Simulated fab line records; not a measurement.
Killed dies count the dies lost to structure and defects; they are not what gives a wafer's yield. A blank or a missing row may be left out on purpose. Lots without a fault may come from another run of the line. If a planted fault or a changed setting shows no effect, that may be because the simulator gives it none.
Comparing a struck lot with a sound one -- flow nandHarc -- 19 out of 1159 route steps
Sound: these wafers, L131.2, L131.3, L131.6. Struck: wafers L133.3, L133.5, L133.6. The cause is given at the end.
Per side, at each step with rows, come the tool, then ch with its chambers, and then its first start. Under that, the readings that differ: sound wafers -- struck wafers -- difference of the means -- sigmas: that difference in standard deviations of wafers without a fault.
alike: same words and numbers on both sides, and readings whose means sit less than 2 such deviations apart. not compared: any withheld reading, any reading some wafer has no value for, any bound like >300 that may hide the same value, and any number with overlapping values for which the record gives no deviation.
Wherever a step has rows on one side only, a row that says differs or no value, or a row with sigmas, the two part there. Numbers that have no deviation but don't overlap get no sigmas and don't part them. A reading missing from all wafers of one side parts the sides only when that side holds two or more wafers.

NHARC_P_GATE_CD_MEAS_59: target cd 720 nm.
  sound on cdSem-03 ch 0, day 6 20:58; struck on cdSem-03 ch 0, day 7 11:13
  alike: cdNm
then, 1 step without rows for these wafers: NHARC_P_GATE_HARDBAKE_60 (time 80 s).
NHARC_P_GATE_DESCUM_61: chemistry O2, time 3 s.
  sound on rieDiel-02 ch 0,1,3, day 6 21:07; struck on rieDiel-13 ch 1,2, day 7 11:22
  alike: drypumpMotorCurrentA, oesProductAu, rfVppV, showerheadPlenumPTorr, throttleValvePct
  not compared: rfHoursCounterH
then, 1 step without rows for these wafers: NHARC_P_GATE_IMPLANT_62.
NHARC_P_GATE_STRIP_112: strips in N2/H2, time 200 s.
  sound on plasmaAsher-01 ch 0,1, day 6 21:37; struck on plasmaAsher-01 ch 0,1, day 7 11:52
  alike: drypumpMotorCurrentA, heaterPowerW
  not compared: rfHoursCounterH
NHARC_P_GATE_STRIP_76: strips in O2.
  sound on plasmaAsher-01 ch 0,1, day 6 21:52; struck on plasmaAsher-01 ch 0,1, day 7 12:02
  alike: drypumpMotorCurrentA, heaterPowerW
  not compared: rfHoursCounterH
then, 6 steps without rows for these wafers: NHARC_P_GATE_STRIP_63 (strips in SPM, time 900 s); NHARC_P_GATE_DEHYDRATE_83 (time 120 s); NHARC_P_GATE_HMDS_84 (time 30 s); NHARC_P_GATE_COAT_85; NHARC_P_GATE_SOFTBAKE_86 (time 95 s); NHARC_P_GATE_EBR_87.
NHARC_P_GATE_EXPOSE_88: exposes mask P HVN, target cd 2000 nm.
  sound on krfScanner-04 ch 0, day 6 22:39; struck on krfScanner-01 ch 0, day 7 12:47
reading,sound,struck,difference,sigmas
mask,P_HVN#0 P_HVN#0 P_HVN#0,P_HVN_R1#0 P_HVN_R1#0 P_HVN_R1#0,differs,
  alike: exposureDoseMJCm2, reticleTempC
then, 2 steps without rows for these wafers: NHARC_P_GATE_PEB_89 (peb time 85 s); NHARC_P_GATE_DEVELOP_90 (time 70 s).
NHARC_P_GATE_CD_MEAS_91: target cd 2000 nm.
  sound on cdSem-03 ch 0, day 6 22:48; struck on cdSem-01 ch 0, day 7 12:56
reading,sound,struck,difference,sigmas
cdNm (nm),2006.5 2000.9 2000.8,1966.8 1967.5 1967.1,-35.6,-16
then, 1 step without rows for these wafers: NHARC_P_GATE_HARDBAKE_92 (time 80 s).
NHARC_P_GATE_DESCUM_93: chemistry O2, time 3 s.
  sound on rieDiel-05 ch 0,2,3, day 6 22:58; struck on rieDiel-05 ch 0,2, day 7 13:06
reading,sound,struck,difference,sigmas
model.P_GATE.cdNm (nm),2007 2001 2001,1967 1968 1968,-35,
  alike: drypumpMotorCurrentA, oesProductAu, rfVppV, showerheadPlenumPTorr, throttleValvePct
  not compared: rfHoursCounterH
then, 1 step without rows for these wafers: NHARC_P_GATE_IMPLANT_94.

## WHERE THEY PART
Last at NHARC_P_GATE_CD_MEAS_91 as far as this record goes, first at NHARC_P_GATE_EXPOSE_88. Later steps at which nothing parts them and some readings are alike: NHARC_P_GATE_DESCUM_93.

WHY: what the simulator had put in
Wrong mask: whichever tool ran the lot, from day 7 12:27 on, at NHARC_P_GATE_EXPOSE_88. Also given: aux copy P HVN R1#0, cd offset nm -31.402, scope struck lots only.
